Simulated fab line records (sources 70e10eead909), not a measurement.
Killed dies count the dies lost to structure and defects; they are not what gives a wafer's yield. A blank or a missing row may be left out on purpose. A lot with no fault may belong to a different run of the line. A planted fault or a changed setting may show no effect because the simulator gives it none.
The tool behind it: which one? :: flow nand-harc :: Sampling: 15 lots, 45 wafers, 4 of 1302 route steps

## WHAT EACH GAUGE READ, for each wafer
NHARC_A_M0_INSPECT_27. Usual: raw-defect-count reads 545 (standard deviation 150).
lot: L295
measured: day 22 22:58
on: defect-inspect-01
raw-defect-count: 674 910 498
flag: 

lot: L298
measured: day 24 08:50
on: defect-inspect-01
raw-defect-count: 464 358 483
flag: 

lot: L300
measured: day 24 10:31
on: defect-inspect-02
raw-defect-count: 399 369 387
flag: 

lot: L299
measured: day 24 13:37
on: defect-inspect-01
raw-defect-count: 450 551 496
flag: 

lot: L301
measured: day 24 15:05
on: defect-inspect-01
raw-defect-count: 861 821 1140
flag: 

lot: L302
measured: day 25 15:12
on: defect-inspect-01
raw-defect-count: 644 419 869
flag: 

lot: L303
measured: day 25 16:38
on: defect-inspect-02
raw-defect-count: 593 548 669
flag: 

lot: L304
measured: day 26 08:31
on: defect-inspect-01
raw-defect-count: 544 455 417
flag: 

lot: L306
measured: day 27 04:19
on: defect-inspect-01
raw-defect-count: 442 519 491
flag: 

lot: L307
measured: day 28 00:20
on: defect-inspect-01
raw-defect-count: 560 482 453
flag: 

lot: L308
measured: day 28 06:28
on: defect-inspect-01
raw-defect-count: 552 816 429
flag: 

lot: L310
measured: day 28 16:14
on: defect-inspect-01
raw-defect-count: 432 649 468
flag: 

lot: L312
measured: day 30 07:46
on: defect-inspect-01
raw-defect-count: 652 636 695
flag: 

lot: L316
measured: day 31 19:30
on: defect-inspect-01
raw-defect-count: 423 573 420
flag: 

lot: L318
measured: day 32 10:01
on: defect-inspect-01
raw-defect-count: 328 405 404
flag: 

NHARC_A_M1_CD_MEAS_16. Usual: cd-nm reads 119.6 nm (standard deviation 0.63).
lot: L295
measured: day 23 00:51
on: cd-sem-02
cd-nm (nm): 119.8 119.7 120.7
flag: 

lot: L298
measured: day 24 10:49
on: cd-sem-02
cd-nm (nm): 119.5 120.1 119.2
flag: 

lot: L300
measured: day 24 12:31
on: cd-sem-01
cd-nm (nm): 119.8 120.1 120.1
flag: 

lot: L299
measured: day 24 15:31
on: cd-sem-01
cd-nm (nm): 119.2 119.2 119.5
flag: 

lot: L301
measured: day 24 16:58
on: cd-sem-02
cd-nm (nm): 119.6 119.6 119.3
flag: 

lot: L302
measured: day 25 17:08
on: cd-sem-02
cd-nm (nm): 120.2 120.4 119.1
flag: 

lot: L303
measured: day 25 18:32
on: cd-sem-02
cd-nm (nm): 118.8 118.1 119.7
flag: 

lot: L304
measured: day 26 10:24
on: cd-sem-03
cd-nm (nm): 118.7 119.3 119.3
flag: 

lot: L306
measured: day 27 06:08
on: cd-sem-01
cd-nm (nm): 118.8 119.7 118.3
flag: 

lot: L307
measured: day 28 02:13
on: cd-sem-02
cd-nm (nm): - - -
flag: OFF

lot: L308
measured: day 28 08:25
on: cd-sem-03
cd-nm (nm): - - -
flag: OFF

lot: L310
measured: day 28 18:07
on: cd-sem-02
cd-nm (nm): - - -
flag: OFF

lot: L312
measured: day 30 09:38
on: cd-sem-03
cd-nm (nm): 118.5 120.0 119.3
flag: 

lot: L316
measured: day 31 21:50
on: cd-sem-02
cd-nm (nm): 119.1 119.2 119.7
flag: 

lot: L318
measured: day 32 11:53
on: cd-sem-02
cd-nm (nm): 119.8 118.8 119.6
flag: 

## WHICH TOOL RAN EACH LOT (tool, then ch and the chambers of the sampled wafers, then the start)
lot: L295
NHARC_A_M0_PRE_CLEAN_29: pvd-sputter-01, day 22 22:58 or earlier
NHARC_A_M1_DEVELOP_08: litho-track-01 ch 0, day 23 00:00

lot: L298
NHARC_A_M0_PRE_CLEAN_29: pvd-sputter-02, day 24 08:50 or earlier
NHARC_A_M1_DEVELOP_08: litho-track-01 ch 0, day 24 10:00

lot: L300
NHARC_A_M0_PRE_CLEAN_29: pvd-sputter-03, day 24 10:31 or earlier
NHARC_A_M1_DEVELOP_08: litho-track-01 ch 0, day 24 11:00

lot: L299
NHARC_A_M0_PRE_CLEAN_29: pvd-sputter-01, day 24 13:37 or earlier
NHARC_A_M1_DEVELOP_08: litho-track-06 ch 0, day 24 14:00

lot: L301
NHARC_A_M0_PRE_CLEAN_29: pvd-sputter-01, day 24 15:05 or earlier
NHARC_A_M1_DEVELOP_08: litho-track-06 ch 0, day 24 16:00

lot: L302
NHARC_A_M0_PRE_CLEAN_29: pvd-sputter-03, day 25 15:12 or earlier
NHARC_A_M1_DEVELOP_08: litho-track-04 ch 0, day 25 16:00

lot: L303
NHARC_A_M0_PRE_CLEAN_29: pvd-sputter-02, day 25 16:38 or earlier
NHARC_A_M1_DEVELOP_08: litho-track-01 ch 0, day 25 17:00

lot: L304
NHARC_A_M0_PRE_CLEAN_29: pvd-sputter-02, day 26 08:31 or earlier
NHARC_A_M1_DEVELOP_08: litho-track-06 ch 0, day 26 09:00

lot: L306
NHARC_A_M0_PRE_CLEAN_29: pvd-sputter-03, day 27 04:19 or earlier
NHARC_A_M1_DEVELOP_08: litho-track-04 ch 0, day 27 05:00

lot: L307
NHARC_A_M0_PRE_CLEAN_29: pvd-sputter-01, day 28 00:20 or earlier
NHARC_A_M1_DEVELOP_08: litho-track-06, day 28 01:00

lot: L308
NHARC_A_M0_PRE_CLEAN_29: pvd-sputter-01, day 28 06:28 or earlier
NHARC_A_M1_DEVELOP_08: litho-track-06, day 28 07:00

lot: L310
NHARC_A_M0_PRE_CLEAN_29: pvd-sputter-02, day 28 16:14 or earlier
NHARC_A_M1_DEVELOP_08: litho-track-06, day 28 17:00

lot: L312
NHARC_A_M0_PRE_CLEAN_29: pvd-sputter-02, day 30 07:46 or earlier
NHARC_A_M1_DEVELOP_08: litho-track-01 ch 0, day 30 09:00

lot: L316
NHARC_A_M0_PRE_CLEAN_29: pvd-sputter-03, day 31 19:30 or earlier
NHARC_A_M1_DEVELOP_08: litho-track-06 ch 0, day 31 21:00

lot: L318
NHARC_A_M0_PRE_CLEAN_29: pvd-sputter-01, day 32 10:01 or earlier
NHARC_A_M1_DEVELOP_08: litho-track-06 ch 0, day 32 11:00
- NHARC_A_M0_PRE_CLEAN_29: time 30 s.
- NHARC_A_M1_DEVELOP_08: develop time 35 s.

## AS READ BY THE TOOLS THEMSELVES (means over the sampled wafers that have a number; for cases with no such wafer, the mark the record gives instead)
NHARC_A_M0_PRE_CLEAN_29. Usual: heater-power-w reads 396 W (standard deviation 25).
lot: L295
tool: pvd-sputter-01
heater-power-w (W): 401
flag: 

lot: L298
tool: pvd-sputter-02
heater-power-w (W): 405
flag: 

lot: L300
tool: pvd-sputter-03
heater-power-w (W): 380
flag: 

lot: L299
tool: pvd-sputter-01
heater-power-w (W): 400
flag: 

lot: L301
tool: pvd-sputter-01
heater-power-w (W): 397
flag: 

lot: L302
tool: pvd-sputter-03
heater-power-w (W): 397
flag: 

lot: L303
tool: pvd-sputter-02
heater-power-w (W): 376
flag: 

lot: L304
tool: pvd-sputter-02
heater-power-w (W): 427
flag: 

lot: L306
tool: pvd-sputter-03
heater-power-w (W): 377
flag: 

lot: L307
tool: pvd-sputter-01
heater-power-w (W): 396
flag: 

lot: L308
tool: pvd-sputter-01
heater-power-w (W): 395
flag: 

lot: L310
tool: pvd-sputter-02
heater-power-w (W): 405
flag: 

lot: L312
tool: pvd-sputter-02
heater-power-w (W): 438
flag: 

lot: L316
tool: pvd-sputter-03
heater-power-w (W): 385
flag: 

lot: L318
tool: pvd-sputter-01
heater-power-w (W): 394
flag: 

NHARC_A_M1_DEVELOP_08. Usual: chill-plate-temp-C 23.00 C, standard deviation 0.1; resist-line-temp-C 22.99 C, standard deviation 0.1.
lot: L295
tool: litho-track-01
chill-plate-temp-C (C): 23.00
resist-line-temp-C (C): 22.92
flag: 

lot: L298
tool: litho-track-01
chill-plate-temp-C (C): 22.96
resist-line-temp-C (C): 22.98
flag: 

lot: L300
tool: litho-track-01
chill-plate-temp-C (C): 22.96
resist-line-temp-C (C): 23.02
flag: 

lot: L299
tool: litho-track-06
chill-plate-temp-C (C): 23.05
resist-line-temp-C (C): 23.12
flag: 

lot: L301
tool: litho-track-06
chill-plate-temp-C (C): 23.01
resist-line-temp-C (C): 23.07
flag: 

lot: L302
tool: litho-track-04
chill-plate-temp-C (C): 22.96
resist-line-temp-C (C): 22.96
flag: 

lot: L303
tool: litho-track-01
chill-plate-temp-C (C): 23.09
resist-line-temp-C (C): 22.89
flag: 

lot: L304
tool: litho-track-06
chill-plate-temp-C (C): 22.91
resist-line-temp-C (C): 22.86
flag: 

lot: L306
tool: litho-track-04
chill-plate-temp-C (C): 22.97
resist-line-temp-C (C): 23.04
flag: 

lot: L307
tool: litho-track-06
chill-plate-temp-C (C): -
resist-line-temp-C (C): -
flag: OFF

lot: L308
tool: litho-track-06
chill-plate-temp-C (C): -
resist-line-temp-C (C): -
flag: OFF

lot: L310
tool: litho-track-06
chill-plate-temp-C (C): -
resist-line-temp-C (C): -
flag: OFF

lot: L312
tool: litho-track-01
chill-plate-temp-C (C): 22.87
resist-line-temp-C (C): 23.04
flag: 

lot: L316
tool: litho-track-06
chill-plate-temp-C (C): 23.10
resist-line-temp-C (C): 23.00
flag: 

lot: L318
tool: litho-track-06
chill-plate-temp-C (C): 22.98
resist-line-temp-C (C): 23.06
flag: 

## THE ANSWER, worked out from the rows above alone
Rule: a lot is off if the mean of its wafers that have a number lies more than 3 standard deviations from the usual mean. A lot without any number at a reading at which 4 lots or more have one is off too. All remaining lots with rows at the step are treated as sound. The gauges are gone through in route order, then the tools' own readings, and for those a lot's mean is taken as printed above. At the first step where some lot is off, the reading lying furthest off is the one used; lots without a number count as furthest.
Off, at NHARC_A_M1_CD_MEAS_16 on cd-nm: L307, L308, L310. Without a number there: L307, L308, L310.
A tool fits if, at a process step before that reading, it ran every lot that is off, and no sound lot after the first of them. The gauges at NHARC_A_M1_CD_MEAS_16 aren't tried: what is off there is off at NHARC_A_M1_DEVELOP_08 too, on other tools, and a gauge's error can't cause that. With no start given for some of its lots, NHARC_A_M0_PRE_CLEAN_29 uses the hours and lot order of NHARC_A_M0_INSPECT_27. None of those tried fits.

## WHAT WAS PUT IN BY THE SIMULATOR
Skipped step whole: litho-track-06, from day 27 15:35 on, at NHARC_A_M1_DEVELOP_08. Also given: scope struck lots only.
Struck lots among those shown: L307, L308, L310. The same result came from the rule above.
